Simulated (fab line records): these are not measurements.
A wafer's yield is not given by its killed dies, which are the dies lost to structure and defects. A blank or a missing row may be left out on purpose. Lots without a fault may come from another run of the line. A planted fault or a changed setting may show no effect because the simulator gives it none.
Split-lot experiment    flow n5-finfet    route with 1938 steps; 7 lots, 21 wafers read

THE SPLIT ITSELF
At N5_BEOL_M4_EXPOSE_25 (exposes mask V3, defocus 5 nm), the setting dose-mj was moved away from the recipe's 63 on 7 of the 21 wafers read, by -6.3% to +3.2%. The other wafers ran this setting at the recipe's value.

FROM THE SPLIT TO THE READING: what the file shows between them, 2 steps
- N5_BEOL_M4_PEB_26: peb time 60 s
- N5_BEOL_M4_DEVELOP_27: develop time 30 s

THE READING
cd-nm, in nm, at N5_BEOL_M4_CD_MEAS_28 (target cd 26.2 nm, target cd y 24.1 nm). A value of 26.18 nm with a standard deviation of 0.23 nm is what fault-free wafers of this fab line usually give.

wafer   tool, chamber at the split  dose-mj as run  against the recipe  cd-nm, nm  against lot-mates on the recipe
L074.3  euv-scanner-01, 0           63              recipe              25.83      -
L074.5  euv-scanner-01, 0           61.29           -2.7%               25.80      -0.03
L074.6  euv-scanner-01, 0           61.29           -2.7%               25.65      -0.18
L076.1  euv-scanner-02, 0           63              recipe              25.97      -
L076.2  euv-scanner-02, 0           63              recipe              26.17      -
L076.5  euv-scanner-02, 0           65.02           +3.2%               26.92      +0.85
L083.1  euv-scanner-02, 0           63              recipe              26.38      -
L083.3  euv-scanner-02, 0           63              recipe              26.15      -
L083.4  euv-scanner-02, 0           63              recipe              26.62      -
L081.1  euv-scanner-02, 0           63              recipe              26.57      -
L081.2  euv-scanner-02, 0           63              recipe              26.30      -
L081.6  euv-scanner-02, 0           63              recipe              26.08      -
L086.2  euv-scanner-01, 0           63              recipe              26.51      -
L086.5  euv-scanner-01, 0           60.6            -3.8%               25.79      -0.72
L086.6  euv-scanner-01, 0           60.6            -3.8%               25.46      -1.05
L087.3  euv-scanner-02, 0           59.03           -6.3%               24.90      -1.45
L087.4  euv-scanner-02, 0           59.03           -6.3%               24.85      -1.50
L087.5  euv-scanner-02, 0           63              recipe              26.35      -
L092.1  euv-scanner-02, 0           63              recipe              26.26      -
L092.5  euv-scanner-02, 0           63              recipe              26.12      -
L092.6  euv-scanner-02, 0           63              recipe              25.93      -

FIT RESULTS
A straight line over all 21 wafers: cd-nm changes by +0.202 nm for each +1% of dose-mj; r = +0.91; the points scatter about the line by 0.22 nm.
The same after taking each lot's own level away (the mean of its wafers on the recipe; 21 wafers): +0.222 nm for each +1%; r = +0.93; scatter 0.21 nm.
According to that fit, moving dose-mj by its largest amount changes the reading by 1.4 nm.
Measured against the standard deviation above, the lots' own levels, which go from 25.830 to 26.510 nm, span 3.0 times it.
The two slopes agree, so the slope changes little with the lot-to-lot level.
Check: with one of the wafers moved furthest among these (-6.3%) left out of the fit, the line predicts -1.31 nm for it against its lot-mates. Against them it came out at -1.45 nm.

FURTHER SPLITS ON THESE WAFERS
Before the reading, these wafers also passed through other splits. Each is held against what the fit with the lots' levels taken away leaves over:
other split on the same wafers  wafers away from the commonest value  r with cd-nm (lot level and that fit taken away)
N5_BEOL_M3_COAT_22 spin-rpm     7                                     -0.46
N5_BEOL_M4_COAT_22 spin-rpm     5                                     +0.27

THE FILE'S OWN FIT
cd-nm changes by +0.218 nm for each +1% of dose-mj, r = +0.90.
